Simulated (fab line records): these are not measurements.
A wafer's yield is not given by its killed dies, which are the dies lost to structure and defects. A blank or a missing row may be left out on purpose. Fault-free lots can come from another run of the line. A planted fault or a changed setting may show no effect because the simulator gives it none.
fab line records	flow n5-finfet
[record] lots = 24	wafers = 72	last-day = 18
route steps=1938 shown MOL_CONTACT_COAG@587 BEOL_M0_SAQP@637
lots with no fault: from the same line, run without faults
start-h: hours from the record's opening day to when the first of the lot's shown wafers began	wait-h: how many hours have passed since the lot's step before this one	" repeats the value in the row above	L1.1+2: a single row standing in for several wafers	- value missing, or start not given	* or withheld: withheld	< > ~ a bound
route shown NAME@n: names a module that has steps shown in the file, with the first one's number in the route	usual: mean/standard deviation taken from wafers without a fault	same: alike in all rows	chamber/n: place in a boat	sites: readings site by site	_std_site: their standard deviation	_edge_site: outer sites' mean less inner sites'	radius-mm: how far each site lies from the wafer's centre	mask NAME#n: copy n	behind: tool/chamber where the wafer was last shaped	hold: why the lot was held/for how many hours/how that ended	device: the n, p or np transistor that did not switch	end of line: at the end of the route, the tests of the same wafers	a step given without rows: its recipe and nothing more	killed: dies lost to structure and defects at the first sort, not the wafer's yield	map: a wafer's dies, x killed, . not, _ none there
set.NAME: the run value of the setting; set.NAME@STEP: its run value at that earlier step	model.NAME: the simulator's own value behind a step, which no gauge read
route steps across a sampled set of lots; one table per step, one row per wafer
services: when a tool's chamber went out of use (start-h, in hours from the record's first day, below 0 if earlier), for how many hours, and the reason
[[steps]]
[step N5_MOL_CONTACT_COAG_STRIP_96]
[recipe] chemistry = N2/H2	power-w = 500	temp-c = 40	pressure-mtorr = 50	rf-frequency-hz = 6e+07	overash-fraction = 0.3	bias-power-w = 28	h2-frac = 0.5	n2-flow-sccm = 300	h2-flow-sccm = 300
[usual] drypump-motor-current-A = 5.7/0.49	oes-product-au = 0.76/0.088	rf-vpp-V = 122.4/1.2	showerhead-plenum-p-Torr = 3.44/0.07	throttle-valve-pct = 18.94/0.3
lot.wafer	tool	chamber	start-h	wait-h	drypump-motor-current-A	oes-product-au	rf-hours-counter-h	rf-vpp-V	showerhead-plenum-p-Torr	throttle-valve-pct
L075.1	rie-diel-03	3	110.25	0.0	5.3	0.73	169	123.6	3.50	19.10
L075.3	"	1	"	"	5.4	0.94	13	123.0	3.42	18.58
L075.6	"	3	"	"	5.2	0.73	-	121.0	3.50	19.09
L074.4	rie-diel-03	3	113.95	0.0	5.2	0.73	170	123.4	3.50	19.07
L074.5	"	0	"	"	5.9	0.92	-	121.6	3.57	18.69
L074.6	"	3	"	"	5.2	0.72	-	123.8	3.50	19.07
L076.3	rie-diel-05	2	117.64	0.0	5.9	0.70	225	123.9	3.46	19.15
L076.4	"	0	"	"	6.4	0.74	181	122.5	3.47	18.86
L076.6	"	3	"	"	5.7	0.69	-	120.4	3.34	19.70
L077.1	rie-diel-03	3	126.59	0.0	5.3	0.71	175	123.3	3.50	19.10
L077.2	"	1	"	"	5.4	0.92	19	122.4	3.41	18.60
L077.6	"	2	"	"	5.3	0.69	-	125.5	3.49	18.98
L078.3	rie-diel-05	3	127.35	0.0	5.7	0.68	226	119.9	3.34	19.73
L078.4	"	0	"	"	6.4	0.74	184	121.5	3.47	18.84
L078.5	"	3	"	"	5.7	0.69	-	121.1	3.34	19.72
L079.1	rie-diel-01	3	134.46	0.0	6.3	0.75	190	122.1	3.45	18.55
L079.4	"	0	"	"	6.4	0.76	164	123.2	3.47	18.77
L079.5	"	1	"	"	5.7	0.80	-	122.4	3.56	19.01
L080.2	rie-diel-05	1	137.70	0.0	5.1	0.76	125	122.2	3.35	18.75
L080.3	"	3	"	"	5.7	0.67	229	121.4	3.33	19.74
L080.5	"	1	"	"	5.1	0.76	-	123.2	3.35	18.72
L081.2	rie-diel-05	1	141.53	0.0	5.1	0.77	127	125.2	3.35	18.78
L081.3	"	0	"	"	6.5	0.74	189	123.3	3.47	18.87
L081.6	"	1	"	"	5.1	0.77	-	123.9	3.35	18.75
L082.1	rie-diel-01	1	149.56	0.0	5.7	0.80	96	122.4	3.56	19.02
L082.4	"	3	"	"	6.3	0.74	196	122.3	3.45	18.54
L082.5	"	3	"	"	6.3	0.74	-	122.0	3.45	18.55
L083.1	rie-diel-01	3	162.50	0.0	6.3	0.73	203	122.5	3.45	18.57
L083.3	"	0	"	"	6.4	0.74	176	122.2	3.47	18.80
L083.4	"	0	"	"	6.4	0.75	-	122.4	3.47	18.79
L084.1	rie-diel-05	1	166.51	0.0	5.1	0.77	135	122.1	3.34	18.76
L084.3	"	0	"	"	6.4	0.72	197	124.2	3.46	18.90
L084.6	"	1	"	"	5.1	0.74	-	122.1	3.34	18.77
L085.1	rie-diel-01	1	179.28	0.0	5.7	0.78	110	122.4	3.55	19.02
L085.4	"	2	"	"	5.2	1.00	1	122.2	3.42	18.75
L085.5	"	1	"	"	5.7	0.78	-	124.0	3.55	19.03
L086.3	rie-diel-01	1	186.01	0.0	5.7	0.78	112	121.3	3.55	19.03
L086.5	"	1	"	"	5.7	0.77	-	122.8	3.55	19.05
L086.6	"	2	"	"	5.2	0.98	-	123.2	3.42	18.75
L087.1	rie-diel-03	0	186.17	0.0	5.9	0.90	33	124.3	3.56	18.69
L087.3	"	2	"	"	5.3	0.68	227	122.5	3.47	19.02
L087.5	"	3	"	"	5.2	0.70	-	122.1	3.48	19.15
L088.2	rie-diel-05	0	188.25	0.0	6.5	0.72	204	123.5	3.46	18.91
L088.3	"	1	"	"	5.0	0.75	141	120.0	3.34	18.77
L088.4	"	2	"	"	6.0	0.69	245	122.3	3.45	19.17
L089.2	rie-diel-05	2	194.40	0.0	6.0	0.68	247	122.3	3.44	19.17
L089.3	"	0	"	"	6.5	0.71	205	120.9	3.46	18.89
L089.4	"	1	"	"	5.1	0.75	143	122.1	3.34	18.76
L090.1	rie-diel-01	3	201.15	0.0	6.3	0.72	219	121.8	3.44	18.60
L090.3	"	2	"	"	5.2	0.94	10	121.3	3.42	18.77
L090.4	"	0	"	"	6.4	0.73	192	122.3	3.46	18.81
L091.3	rie-diel-03	3	201.35	0.0	5.2	0.69	205	123.5	3.48	19.17
L091.4	"	1	"	"	5.3	0.87	46	122.9	3.40	18.65
L091.5	"	1	"	"	5.3	0.85	-	120.9	3.40	18.62
L092.4	rie-diel-05	1	215.43	0.0	5.1	0.73	-	123.8	3.34	18.80
L092.5	"	3	"	"	5.7	0.66	-	119.3	3.32	19.77
L092.6	"	0	"	"	6.5	0.70	-	121.9	3.45	18.90
L093.1	rie-diel-03	2	218.02	0.0	5.3	0.67	238	120.5	3.47	19.07
L093.4	"	3	"	"	5.3	0.68	211	123.5	3.48	19.18
L093.5	"	0	"	"	5.9	0.88	-	121.9	3.55	18.72
L094.1	rie-diel-05	1	222.79	0.0	5.1	0.74	155	121.6	3.33	18.80
L094.2	"	0	"	"	6.5	0.70	216	123.0	3.45	18.90
L094.4	"	2	"	"	6.0	0.96	-	121.6	3.44	18.78
L095.2	rie-diel-05	0	226.40	0.0	6.4	0.71	219	125.8	3.45	18.93
L095.3	"	1	"	"	5.1	0.74	157	121.2	3.33	18.82
L095.6	"	2	"	"	6.0	0.95	-	120.9	3.44	18.79
L096.3	rie-diel-05	0	235.60	0.0	6.5	0.72	221	122.6	3.45	18.92
L096.4	"	1	"	"	5.1	0.74	-	121.8	3.33	18.82
L096.5	"	2	"	"	5.9	0.93	-	121.6	3.44	18.76
L097.2	rie-diel-03	3	239.01	0.0	5.2	0.69	219	121.9	3.47	19.18
L097.3	"	1	"	"	5.3	0.83	59	122.9	3.39	18.66
L097.5	"	0	"	"	5.8	0.87	-	121.6	3.55	18.74
[step N5_MOL_CONTACT_COAG_CD_MEAS_40]
[recipe] target-cd-nm = 25.1	landing-energy-ev = 500	detector = se-inlens	polarity = opening
[usual] cd-nm = 25.10/0.23
lot.wafer	tool	chamber	start-h	wait-h	cd-nm
L075.1	cd-sem-03	0	110.87	-	25.34
L075.3	"	0	"	"	24.80
L075.6	"	0	"	"	25.15
L074.4	cd-sem-03	0	114.58	-	24.95
L074.5	"	0	"	"	24.78
L074.6	"	0	"	"	24.85
L076.3	cd-sem-02	0	118.39	-	24.79
L076.4	"	0	"	"	24.79
L076.6	"	0	"	"	25.20
L077.1	cd-sem-03	0	127.17	-	25.34
L077.2	"	0	"	"	25.09
L077.6	"	0	"	"	25.39
L078.3	cd-sem-03	0	128.06	-	25.58
L078.4	"	0	"	"	25.26
L078.5	"	0	"	"	24.98
L079.1	cd-sem-03	0	135.06	-	24.93
L079.4	"	0	"	"	25.19
L079.5	"	0	"	"	24.93
L080.2	cd-sem-02	0	138.41	-	25.25
L080.3	"	0	"	"	25.34
L080.5	"	0	"	"	24.95
L081.2	cd-sem-01	0	142.24	-	24.86
L081.3	"	0	"	"	24.97
L081.6	"	0	"	"	25.05
L082.1	cd-sem-01	0	150.27	-	25.20
L082.4	"	0	"	"	24.85
L082.5	"	0	"	"	24.89
L083.1	cd-sem-03	0	163.22	-	25.25
L083.3	"	0	"	"	25.21
L083.4	"	0	"	"	24.65
L084.1	cd-sem-02	0	167.22	-	25.11
L084.3	"	0	"	"	25.05
L084.6	"	0	"	"	25.41
L085.1	cd-sem-01	0	179.99	-	24.76
L085.4	"	0	"	"	25.01
L085.5	"	0	"	"	25.21
L086.3	cd-sem-01	0	186.61	-	24.94
L086.5	"	0	"	"	24.80
L086.6	"	0	"	"	25.51
L087.1	cd-sem-01	0	186.75	-	24.48
L087.3	"	0	"	"	24.63
L087.5	"	0	"	"	25.30
L088.2	cd-sem-03	0	188.85	-	25.13
L088.3	"	0	"	"	25.23
L088.4	"	0	"	"	25.01
L089.2	cd-sem-03	0	195.08	-	25.10
L089.3	"	0	"	"	25.01
L089.4	"	0	"	"	25.54
L090.1	cd-sem-02	0	201.86	-	24.98
L090.3	"	0	"	"	24.68
L090.4	"	0	"	"	25.32
L091.3	cd-sem-02	0	201.94	-	25.16
L091.4	"	0	"	"	24.90
L091.5	"	0	"	"	25.28
L092.4	cd-sem-01	0	216.01	-	24.81
L092.5	"	0	"	"	24.95
L092.6	"	0	"	"	25.11
L093.1	cd-sem-02	0	218.65	-	24.90
L093.4	"	0	"	"	24.85
L093.5	"	0	"	"	25.32
L094.1	cd-sem-03	0	223.51	-	25.33
L094.2	"	0	"	"	24.91
L094.4	"	0	"	"	24.76
L095.2	cd-sem-02	0	227.00	-	25.34
L095.3	"	0	"	"	25.14
L095.6	"	0	"	"	25.80
L096.3	cd-sem-02	0	236.32	-	25.17
L096.4	"	0	"	"	24.90
L096.5	"	0	"	"	25.24
L097.2	cd-sem-03	0	239.72	-	25.33
L097.3	"	0	"	"	25.23
L097.5	"	0	"	"	24.98
[step N5_BEOL_M0_SAQP_PECVD_97]
[recipe] material = SiNx	target-thk-a = 230	temp-c = 350	precursor = SiH4/NH3/N2	pressure-torr = 1.5	rf-w = 300	time-s = 19.9
[usual] chamber-pressure-Torr = 1.500/0.0035	heater-power-outer-w = 323/50	heater-power-w = 578/82	showerhead-plenum-p-Torr = 5.16/0.082	throttle-valve-pct = 40.6/2.7
lot.wafer	tool	chamber	start-h	wait-h	chamber-pressure-Torr	heater-power-outer-w	heater-power-w	showerhead-plenum-p-Torr	throttle-valve-pct
L075.1	pecvd-02	1	117.40	0.0	1.504	300	521	5.12	43.6
L075.3	"	1	"	"	1.496	291	531	5.11	44.1
L075.6	"	0	"	"	1.502	324	601	5.22	42.1
L074.4	pecvd-01	0	122.59	0.0	1.497	336	572	5.15	38.3
L074.5	"	1	"	"	1.495	415	747	5.29	42.9
L074.6	"	2	"	"	1.500	306	616	5.04	37.3
L076.3	pecvd-02	1	123.75	0.0	1.497	310	542	5.11	44.1
L076.4	"	2	"	"	1.506	350	592	5.12	37.3
L076.6	"	1	"	"	1.497	315	535	5.11	44.0
L077.1	pecvd-02	0	133.21	0.0	1.506	305	578	5.23	41.6
L077.2	"	2	"	"	1.502	283	517	5.13	37.0
L077.6	"	0	"	"	1.509	310	572	5.22	41.9
L078.3	pecvd-03	2	136.95	0.0	1.510	303	538	5.07	37.5
L078.4	"	2	"	"	1.503	306	532	5.08	37.5
L078.5	"	0	"	"	1.498	308	480	5.14	40.5
L079.1	pecvd-03	0	140.91	0.0	1.497	306	474	5.14	40.1
L079.4	"	2	"	"	1.503	322	567	5.07	37.7
L079.5	"	1	"	"	1.503	384	610	5.18	44.3
L080.2	pecvd-01	1	145.03	0.0	1.499	390	690	5.30	43.2
L080.3	"	0	"	"	1.498	268	482	5.14	38.4
L080.5	"	0	"	"	1.496	258	477	5.16	38.1
L081.2	pecvd-01	2	147.83	0.0	1.500	312	630	5.03	37.5
L081.3	"	0	"	"	1.500	323	565	5.17	38.1
L081.6	"	1	"	"	1.500	430	754	5.30	43.0
L082.1	pecvd-01	2	157.99	0.0	1.496	279	591	5.03	37.4
L082.4	"	2	"	"	1.503	283	590	5.04	37.2
L082.5	"	0	"	"	1.504	286	519	5.16	38.1
L083.1	pecvd-03	2	170.30	0.0	1.501	332	575	5.08	37.5
L083.3	"	1	"	"	1.501	367	595	5.17	44.7
L083.4	"	2	"	"	1.501	332	573	5.07	37.7
L084.1	pecvd-01	2	175.06	0.0	1.498	319	645	5.05	37.4
L084.3	"	0	"	"	1.504	281	489	5.16	38.4
L084.6	"	2	"	"	1.496	312	634	5.03	37.6
L085.1	pecvd-01	0	187.33	0.0	1.495	295	520	5.15	38.3
L085.4	"	0	"	"	1.499	302	527	5.15	38.6
L085.5	"	2	"	"	1.502	328	640	5.04	37.9
L086.3	pecvd-03	0	193.03	0.0	1.501	257	411	5.15	40.6
L086.5	"	0	"	"	1.500	261	415	5.14	40.7
L086.6	"	1	"	"	1.498	419	653	5.19	44.6
L087.1	pecvd-01	2	196.37	0.0	1.498	291	585	5.04	37.7
L087.3	"	1	"	"	1.504	376	674	5.29	43.2
L087.5	"	1	"	"	1.500	367	690	5.29	43.0
L088.2	pecvd-02	0	196.43	0.0	1.497	274	526	5.22	41.9
L088.3	"	0	"	"	1.497	276	528	5.23	42.0
L088.4	"	1	"	"	1.496	299	544	5.11	44.1
L089.2	pecvd-01	1	202.29	0.0	1.506	444	766	5.30	43.0
L089.3	"	2	"	"	1.494	273	568	5.03	37.9
L089.4	"	1	"	"	1.503	426	762	5.30	43.0
L090.1	pecvd-01	1	208.47	0.0	1.500	434	755	5.31	43.2
L090.3	"	0	"	"	1.504	266	459	5.16	38.4
L090.4	"	0	"	"	1.497	263	478	5.16	38.7
L091.3	pecvd-02	0	210.38	0.0	1.503	339	612	5.24	41.7
L091.4	"	2	"	"	1.495	318	582	5.13	37.9
L091.5	"	0	"	"	1.494	337	601	5.23	42.0
L093.1	pecvd-01	1	248.03	0.0	1.501	365	670	5.32	43.1
L093.4	"	1	"	"	1.499	367	681	5.30	43.1
L093.5	"	2	"	"	1.501	269	577	5.04	38.2
L092.4	pecvd-03	2	248.15	0.0	1.496	312	547	5.08	38.0
L092.5	"	1	"	"	1.503	401	651	5.17	44.4
L092.6	"	0	"	"	1.497	299	463	5.15	40.6
L094.1	pecvd-02	1	248.23	0.0	1.498	271	485	5.13	44.0
L094.2	"	0	"	"	1.496	315	582	5.24	42.0
L094.4	"	1	"	"	1.503	272	485	5.12	43.9
L095.2	pecvd-03	1	248.33	0.0	1.502	424	652	5.18	44.8
L095.3	"	2	"	"	1.501	270	496	5.09	37.8
L095.6	"	2	"	"	1.498	274	475	5.07	38.0
L097.2	pecvd-01	2	249.08	0.0	1.496	307	616	5.04	38.3
L097.3	"	1	"	"	1.505	424	751	5.30	43.2
L097.5	"	1	"	"	1.505	426	732	5.29	43.2
L096.3	pecvd-02	1	249.24	0.0	1.500	265	491	5.12	44.1
L096.4	"	1	"	"	1.503	260	494	5.12	44.1
L096.5	"	0	"	"	1.500	258	496	5.23	41.9
[step N5_BEOL_M0_SAQP_PECVD_04]
[recipe] material = a-Si	target-thk-a = 600	temp-c = 350	precursor = SiH4/He	pressure-torr = 3	rf-w = 100	time-s = 60.2
[usual] chamber-pressure-Torr = 2.999/0.0066	heater-power-outer-w = 377/49	heater-power-w = 651/82	showerhead-plenum-p-Torr = 5.68/0.061	throttle-valve-pct = 18.5/1.2
lot.wafer	tool	chamber	start-h	wait-h	chamber-pressure-Torr	heater-power-outer-w	heater-power-w	showerhead-plenum-p-Torr	throttle-valve-pct
L075.1	pecvd-02	1	117.46	0.0	2.998	367	625	5.65	19.9
L075.3	"	1	"	"	2.993	362	616	5.66	20.0
L075.6	"	0	"	"	2.994	327	582	5.74	18.9
L074.4	pecvd-01	0	122.64	0.0	3.000	394	640	5.68	17.4
L074.5	"	1	"	"	3.005	480	823	5.79	19.5
L074.6	"	2	"	"	3.007	342	655	5.59	17.3
L076.3	pecvd-02	1	123.79	0.0	2.995	363	614	5.63	20.2
L076.4	"	2	"	"	3.005	324	583	5.66	17.2
L076.6	"	1	"	"	2.986	362	600	5.63	19.9
L077.1	pecvd-02	0	133.25	0.0	2.996	379	677	5.72	19.0
L077.2	"	2	"	"	2.988	343	604	5.65	17.0
L077.6	"	0	"	"	2.995	397	674	5.74	19.1
L078.3	pecvd-03	2	136.99	0.0	3.003	374	639	5.62	17.0
L078.4	"	2	"	"	3.005	369	630	5.63	17.2
L078.5	"	0	"	"	2.996	323	470	5.67	18.6
L079.1	pecvd-03	0	140.95	0.0	3.004	354	547	5.67	18.3
L079.4	"	2	"	"	2.994	374	645	5.60	17.1
L079.5	"	1	"	"	2.990	463	729	5.69	20.4
L080.2	pecvd-01	1	145.07	0.0	3.003	429	735	5.79	19.8
L080.3	"	0	"	"	3.010	335	586	5.66	17.3
L080.5	"	0	"	"	3.010	336	586	5.67	17.8
L081.2	pecvd-01	2	147.86	0.0	3.012	352	685	5.59	16.9
L081.3	"	0	"	"	3.001	375	622	5.68	17.5
L081.6	"	1	"	"	3.002	419	752	5.78	19.8
L082.1	pecvd-01	2	158.02	0.0	2.987	375	701	5.59	16.9
L082.4	"	2	"	"	3.002	372	669	5.58	17.1
L082.5	"	0	"	"	3.002	375	619	5.68	17.7
L083.1	pecvd-03	2	170.34	0.0	3.008	318	568	5.61	17.1
L083.3	"	1	"	"	2.997	480	704	5.69	20.2
L083.4	"	2	"	"	2.995	329	562	5.64	16.9
L084.1	pecvd-01	2	175.10	0.0	3.006	347	672	5.59	17.3
L084.3	"	0	"	"	2.999	327	566	5.68	17.3
L084.6	"	2	"	"	3.004	344	688	5.59	16.9
L085.1	pecvd-01	0	187.37	0.0	3.004	366	606	5.68	17.5
L085.4	"	0	"	"	3.006	363	607	5.69	17.5
L085.5	"	2	"	"	3.001	294	621	5.58	17.1
L086.3	pecvd-03	0	193.07	0.0	3.005	313	485	5.67	18.2
L086.5	"	0	"	"	3.007	309	495	5.68	18.2
L086.6	"	1	"	"	2.976	468	719	5.70	20.0
L087.1	pecvd-01	2	196.41	0.0	2.999	335	660	5.59	17.3
L087.3	"	1	"	"	2.997	467	810	5.77	20.0
L087.5	"	1	"	"	2.989	465	821	5.79	19.6
L088.2	pecvd-02	0	196.48	0.0	2.996	373	633	5.74	19.0
L088.3	"	0	"	"	3.015	363	639	5.74	19.1
L088.4	"	1	"	"	2.998	351	607	5.66	20.0
L089.2	pecvd-01	1	202.33	0.0	2.997	468	806	5.77	19.6
L089.3	"	2	"	"	3.000	364	692	5.59	17.5
L089.4	"	1	"	"	2.996	468	808	5.78	19.9
L090.1	pecvd-01	1	208.51	0.0	2.989	505	822	5.76	19.6
L090.3	"	0	"	"	3.004	363	609	5.67	17.4
L090.4	"	0	"	"	2.992	371	624	5.69	17.6
L091.3	pecvd-02	0	210.42	0.0	3.007	380	657	5.72	19.0
L091.4	"	2	"	"	2.992	389	675	5.66	17.7
L091.5	"	0	"	"	2.999	386	660	5.74	19.1
L093.1	pecvd-01	1	248.07	0.0	3.005	490	839	5.79	19.4
L093.4	"	1	"	"	3.011	486	828	5.78	19.8
L093.5	"	2	"	"	2.992	361	697	5.60	17.4
L092.4	pecvd-03	2	248.20	0.0	2.993	373	620	5.64	17.4
L092.5	"	1	"	"	2.991	435	670	5.71	20.0
L092.6	"	0	"	"	2.991	290	474	5.67	18.4
L094.1	pecvd-02	1	248.27	0.0	2.992	343	609	5.65	20.1
L094.2	"	0	"	"	2.994	382	682	5.74	19.3
L094.4	"	1	"	"	2.996	351	583	5.63	19.9
L095.2	pecvd-03	1	248.37	0.0	2.991	442	694	5.69	20.0
L095.3	"	2	"	"	2.998	343	614	5.61	17.4
L095.6	"	2	"	"	2.994	353	594	5.61	17.2
L097.2	pecvd-01	2	249.12	0.0	3.007	368	695	5.60	17.3
L097.3	"	1	"	"	3.006	454	785	5.78	19.4
L097.5	"	1	"	"	3.005	450	787	5.78	19.7
L096.3	pecvd-02	1	249.27	0.0	2.995	373	626	5.66	20.0
L096.4	"	1	"	"	2.995	368	609	5.64	19.9
L096.5	"	0	"	"	3.001	386	692	5.74	19.5
[step N5_BEOL_M0_SAQP_CD_MEAS_14]
[recipe] target-cd-nm = 42.5	landing-energy-ev = 500	detector = se-inlens
[usual] cd-nm = 42.5/0.36
lot.wafer	tool	chamber	start-h	wait-h	cd-nm
L075.1	cd-sem-01	0	118.07	-	42.3
L075.3	"	0	"	"	43.0
L075.6	"	0	"	"	42.6
L074.4	cd-sem-02	0	123.21	-	42.2
L074.5	"	0	"	"	42.1
L074.6	"	0	"	"	41.9
L076.3	cd-sem-01	0	124.37	-	42.4
L076.4	"	0	"	"	42.2
L076.6	"	0	"	"	42.1
L077.1	cd-sem-02	0	133.84	-	42.2
L077.2	"	0	"	"	43.0
L077.6	"	0	"	"	42.4
L078.3	cd-sem-01	0	137.57	-	42.8
L078.4	"	0	"	"	42.8
L078.5	"	0	"	"	43.0
L079.1	cd-sem-03	0	141.53	-	42.2
L079.4	"	0	"	"	42.8
L079.5	"	0	"	"	42.7
L080.2	cd-sem-01	0	145.52	-	42.4
L080.3	"	0	"	"	42.6
L080.5	"	0	"	"	43.1
L081.2	cd-sem-01	0	148.44	-	42.8
L081.3	"	0	"	"	42.2
L081.6	"	0	"	"	42.3
L082.1	cd-sem-01	0	158.60	-	43.0
L082.4	"	0	"	"	42.8
L082.5	"	0	"	"	42.2
L083.1	cd-sem-03	0	170.81	-	41.8
L083.3	"	0	"	"	42.7
L083.4	"	0	"	"	42.7
L084.1	cd-sem-01	0	175.68	-	42.4
L084.3	"	0	"	"	42.8
L084.6	"	0	"	"	42.7
L085.1	cd-sem-01	0	187.94	-	42.4
L085.4	"	0	"	"	43.0
L085.5	"	0	"	"	42.5
L086.3	cd-sem-03	0	193.67	-	43.0
L086.5	"	0	"	"	43.3
L086.6	"	0	"	"	42.9
L087.1	cd-sem-02	0	196.86	-	42.4
L087.3	"	0	"	"	42.3
L087.5	"	0	"	"	42.4
L088.2	cd-sem-01	0	197.10	-	42.4
L088.3	"	0	"	"	42.4
L088.4	"	0	"	"	42.9
L089.2	cd-sem-01	0	202.92	-	42.7
L089.3	"	0	"	"	42.5
L089.4	"	0	"	"	42.3
L090.1	cd-sem-02	0	209.09	-	41.9
L090.3	"	0	"	"	42.4
L090.4	"	0	"	"	42.5
L091.3	cd-sem-01	0	211.00	-	43.1
L091.4	"	0	"	"	42.3
L091.5	"	0	"	"	43.3
L093.1	cd-sem-01	0	248.53	-	42.6
L093.4	"	0	"	"	42.1
L093.5	"	0	"	"	42.2
L092.4	cd-sem-02	0	248.75	-	42.8
L092.5	"	0	"	"	42.4
L092.6	"	0	"	"	42.2
L094.1	cd-sem-02	0	248.91	-	42.1
L094.2	"	0	"	"	42.1
L094.4	"	0	"	"	42.3
L095.2	cd-sem-02	0	249.08	-	42.6
L095.3	"	0	"	"	42.4
L095.6	"	0	"	"	42.8
L097.2	cd-sem-01	0	249.70	-	43.0
L097.3	"	0	"	"	42.8
L097.5	"	0	"	"	42.5
L096.3	cd-sem-02	0	249.86	-	42.1
L096.4	"	0	"	"	42.9
L096.5	"	0	"	"	42.3
[step N5_BEOL_M0_SAQP_OVL_MEAS_15]
[recipe] points-per-wafer = 44
[usual] M0_CORE_OVL = 0.5/0.73
lot.wafer	tool	chamber	start-h	wait-h	M0_CORE_OVL[nm]
L075.1	overlay-02	0	118.10	0.0	1.0
L075.3	"	0	"	"	0.1
L075.6	"	0	"	"	0.7
L074.4	overlay-01	0	123.24	0.0	-1.5
L074.5	"	0	"	"	-0.6
L074.6	"	0	"	"	-1.1
L076.3	overlay-01	0	124.40	0.0	-0.2
L076.4	"	0	"	"	0.6
L076.6	"	0	"	"	1.0
L077.1	overlay-01	0	133.87	0.0	1.1
L077.2	"	0	"	"	0.5
L077.6	"	0	"	"	0.9
L078.3	overlay-01	0	137.60	0.0	1.1
L078.4	"	0	"	"	-0.2
L078.5	"	0	"	"	0.9
L079.1	overlay-01	0	141.56	0.0	-0.2
L079.4	"	0	"	"	1.1
L079.5	"	0	"	"	1.4
L080.2	overlay-01	0	145.55	0.0	1.2
L080.3	"	0	"	"	0.5
L080.5	"	0	"	"	0.5
L081.2	overlay-01	0	148.47	0.0	0.1
L081.3	"	0	"	"	1.4
L081.6	"	0	"	"	-0.1
L082.1	overlay-02	0	158.63	0.0	-0.7
L082.4	"	0	"	"	-0.2
L082.5	"	0	"	"	1.3
L083.1	overlay-01	0	170.84	0.0	0.4
L083.3	"	0	"	"	1.1
L083.4	"	0	"	"	-0.3
L084.1	overlay-02	0	175.71	0.0	1.4
L084.3	"	0	"	"	0.1
L084.6	"	0	"	"	1.3
L085.1	overlay-01	0	187.97	0.0	0.6
L085.4	"	0	"	"	0.7
L085.5	"	0	"	"	0.2
L086.3	overlay-02	0	193.70	0.0	1.5
L086.5	"	0	"	"	1.3
L086.6	"	0	"	"	0.4
L087.1	overlay-01	0	196.89	0.0	1.6
L087.3	"	0	"	"	1.6
L087.5	"	0	"	"	0.9
L088.2	overlay-02	0	197.12	0.0	0.9
L088.3	"	0	"	"	0.0
L088.4	"	0	"	"	0.6
L089.2	overlay-02	0	202.96	0.0	-0.4
L089.3	"	0	"	"	0.8
L089.4	"	0	"	"	-0.1
L090.1	overlay-01	0	209.12	0.0	1.1
L090.3	"	0	"	"	1.3
L090.4	"	0	"	"	0.3
L091.3	overlay-01	0	211.03	0.0	0.0
L091.4	"	0	"	"	-0.4
L091.5	"	0	"	"	-0.8
L093.1	overlay-02	0	248.56	0.0	0.1
L093.4	"	0	"	"	0.5
L093.5	"	0	"	"	0.5
L092.4	overlay-02	0	248.78	0.0	-0.4
L092.5	"	0	"	"	0.6
L092.6	"	0	"	"	0.9
L094.1	overlay-02	0	248.94	0.0	0.7
L094.2	"	0	"	"	1.2
L094.4	"	0	"	"	0.3
L095.2	overlay-01	0	249.11	0.0	0.8
L095.3	"	0	"	"	0.3
L095.6	"	0	"	"	0.6
L097.2	overlay-01	0	249.73	0.0	-0.2
L097.3	"	0	"	"	0.3
L097.5	"	0	"	"	-0.5
L096.3	overlay-01	0	249.89	0.0	-0.7
L096.4	"	0	"	"	0.0
L096.5	"	0	"	"	0.8
[[services]]
tool	chamber	start-h	hours	kind
pecvd-01	2	87.50	3.9	repair
rie-diel-05	1	96.03	9.1	repair
pecvd-02	2	103.90	5.5	scheduled-down
rie-diel-01	2	108.98	7.7	repair
pecvd-02	2	112.56	5.0	scheduled-down
pecvd-03	1	121.03	2.1	scheduled-down
rie-diel-03	0	131.31	33.0	repair
rie-diel-03	1	139.08	7.7	repair
rie-diel-05	-	156.32	4.3	pm
pecvd-03	0	159.78	2.1	scheduled-down
pecvd-02	1	165.01	5.5	scheduled-down
rie-diel-01	1	182.08	1.6	repair
pecvd-02	2	183.09	2.1	scheduled-down
pecvd-02	2	186.39	16.3	repair
pecvd-01	-	192.75	2.8	pm
rie-diel-05	2	202.05	-	clean
rie-diel-05	2	202.05	-	consumable-replace:focus-ring
rie-diel-05	2	202.05	14.4	scheduled-down
rie-diel-05	2	202.05	14.4	vent-cycle
pecvd-01	-	214.89	2.5	repair
rie-diel-05	3	216.48	-	clean
rie-diel-05	3	216.48	-	consumable-replace:focus-ring
rie-diel-05	-	228.13	0.4	repair
rie-diel-01	3	235.05	61.9	repair
[[key]]
fault none
